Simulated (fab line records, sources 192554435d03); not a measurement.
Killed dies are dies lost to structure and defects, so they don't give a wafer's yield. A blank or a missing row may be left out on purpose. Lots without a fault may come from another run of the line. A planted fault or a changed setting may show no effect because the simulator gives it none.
A struck lot beside a sound one | flow n5_finfet | 38 steps out of a route of 1938
Sound: wafers L774.1, L774.2, L774.5. Struck: wafers L785.2, L785.3, L785.5. The cause comes at the end.
At each step with rows: each side's tool, then ch and its chambers, then its first start. Under that, the readings that differ: sound wafers | struck wafers | difference of the means | sigmas: that difference in standard deviations of wafers without a fault.
alike: readings whose means differ by less than 2 such deviations, and words and numbers that are the same on both sides. not compared: withheld readings, readings that some wafer has no value for, bounds like >300 that may hide the same value, and numbers for which the record gives no deviation and whose values overlap.
The two part at a step that has a row with sigmas, a row that says differs or no value, or rows on one side only. Numbers that don't overlap but have no deviation are shown without sigmas and don't part them. A reading that every wafer of one side lacks parts them only if that side has two wafers or more.

first, 9 steps without rows for these wafers: N5_BEOL_M1_COAT_22 (resist thk 30 nm); N5_BEOL_M1_EBR_24; N5_BEOL_M1_SOFTBAKE_23 (time 60 s); N5_BEOL_M1_EXPOSE_25 (exposes mask V0, defocus 5 nm, target cd 24 nm); N5_BEOL_M1_PEB_26 (peb time 60 s); N5_BEOL_M1_DEVELOP_27 (develop time 30 s); N5_BEOL_M1_DESCUM_33 (chemistry O2, time 7 s); N5_BEOL_M1_ETCH_77 (etches underlayer in N2/H2, target depth 6.5 nm, time 5.2 s); N5_BEOL_M1_ETCH_69 (etches SiARC in CF4, target depth 15.6 nm, time 26 s).
N5_BEOL_M1_ALD_98: deposits SiO2, target thk 2.5 nm, pulse time 1 s, co reactant pulse time 1 s.
  sound on ald_sin-02 ch 0,1,3, day 8 12:37; struck on ald_sin-02 ch 0,1,3, day 10 23:53
  alike: heater_power_w, precursor_pulse_height_rel
then, 27 steps without rows for these wafers: N5_BEOL_M1_ETCHBACK_99 (etches SiO2 in CHF3, target depth 5 nm, time 10.4 s); N5_BEOL_M1_ETCH_70 (etches SOC in N2/H2, target depth 80 nm, overetch 16 nm, time 120 s); N5_BEOL_M1_STRIP_71 (strips in N2/H2); N5_BEOL_M1_STRIP_78 (strips in N2/H2); N5_BEOL_M1_VIA_ETCH_34 (etches the open film in C4F6/O2, target depth 67.8 nm, time 64.4 s); N5_BEOL_M1_STRIP_83 (strips in C4F6/O2); N5_BEOL_M1_STRIP_36 (strips in N2/H2); N5_BEOL_M1_TRENCH_ETCH_37 (etches SiOC in C4F6/O2, target depth 55.207 nm, time 29 s); N5_BEOL_M1_ETCH_41 (etches SiCN in CH3F/O2, target depth 31.9 nm, time 57.8 s); N5_BEOL_M1_STRIP_97 (strips in N2/H2, time 10 s); N5_BEOL_M1_HM_STRIP_39 (strips TiN in peroxide tin strip, target depth 25 nm, time 158 s); N5_BEOL_M1_SRD_40 (time 30 s); N5_BEOL_M1_PRECLEAN_42 (cleans in residue remover, time 60 s); N5_BEOL_M1_SRD_43 (time 30 s); N5_BEOL_M1_DEGAS_44 (time 60 s); N5_BEOL_M1_PRE_CLEAN_45 (time 30 s); N5_BEOL_M1_ALD_84 (deposits TaN, pulse time 2 s, purge time 3 s, co reactant purge time 2 s); N5_BEOL_M1_SURFACE_TREAT_85; N5_BEOL_M1_CVD_47 (deposits Co from CCTBA/H2, target thk 3 nm, time 223.8 s); N5_BEOL_M1_SPUTTER_48 (material Cu, target thk 4.5 nm, time 8.29 s); N5_BEOL_M1_ANNEAL_49 (time 240 s); N5_BEOL_M1_SPUTTER_79 (material Cu, target thk 4.5 nm, time 8.29 s); N5_BEOL_M1_ANNEAL_80 (time 240 s); N5_BEOL_M1_SPUTTER_81 (material Cu, target thk 4.5 nm, time 8.29 s); N5_BEOL_M1_ANNEAL_82 (time 240 s); N5_BEOL_M1_SPUTTER_86 (material Cu, target thk 4.5 nm, time 8.29 s); N5_BEOL_M1_ANNEAL_87 (time 240 s).
-- the record jumps here: 9 days lie between the struck wafers' starts before and after (it left off in module BEOL_M1 and takes up again in module PASSIVATION, whose first step shown is number 1936 of the route) --
N5_PASSIVATION_PROBE_49:
  the record has rows for the struck wafers here (prober-01, day 19 13:22) and none for the sound ones

WHERE THEY PART
Only at N5_PASSIVATION_PROBE_49, within this record.

WHY: what the simulator had put in
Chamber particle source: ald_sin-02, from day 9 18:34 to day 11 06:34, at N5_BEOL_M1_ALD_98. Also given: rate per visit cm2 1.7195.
